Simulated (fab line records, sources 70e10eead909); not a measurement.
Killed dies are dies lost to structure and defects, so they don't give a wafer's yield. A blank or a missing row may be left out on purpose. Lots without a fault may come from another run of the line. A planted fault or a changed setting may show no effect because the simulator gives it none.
Chamber matching | flow nand_harc | NHARC_A_CONTACT_ETCH_75 on rie_diel-01: 4 sister chambers
The step etches the open film in CF4, target depth 39 nm, time 65 s. 4 wafers are shown with their chamber, then 7 later ones without.

WAFERS WITH THEIR CHAMBER
wafer  | chamber | showerhead_plenum_p_Torr (Torr)
L805.3 | 0       | 1.67
L805.5 | 3       | 1.69
L811.1 | 2       | 1.77
L811.4 | 1       | 1.89

WAFERS WITHOUT THEIR CHAMBER
wafer  | showerhead_plenum_p_Torr (Torr)
L811.5 | 1.77
L812.2 | 1.67
L812.5 | 1.89
L812.6 | 1.67
L814.1 | 1.67
L814.4 | 1.68
L814.5 | 1.67

WHICH CHAMBER EACH WENT THROUGH
wafer  | from the rows above     | in truth
L811.5 | 2                       | 2
L812.2 | 0                       | 0
L812.5 | 1                       | 1
L812.6 | 0                       | 0
L814.1 | 0                       | 0
L814.4 | can't be placed: 0 or 3 | 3
L814.5 | 0                       | 0
Placed correctly: 6 of 7. Can't be placed from these rows: 1 (the true chamber is among the candidates in 1). Placed wrongly: 0.
How it was worked out, from the rows above alone: a wafer's distance from a chamber is the root of the sum, over the readings, of the square of ((its reading less the chamber's mean) divided by the reading's scatter). The wafer belongs to the nearest chamber; if the next one is less than 2 further off, it can't be placed. A chamber's mean is the mean of its shown wafers. The scatter: with one shown wafer a chamber, the root of the mean of the squares of how far each hidden wafer lies from its nearest shown one.
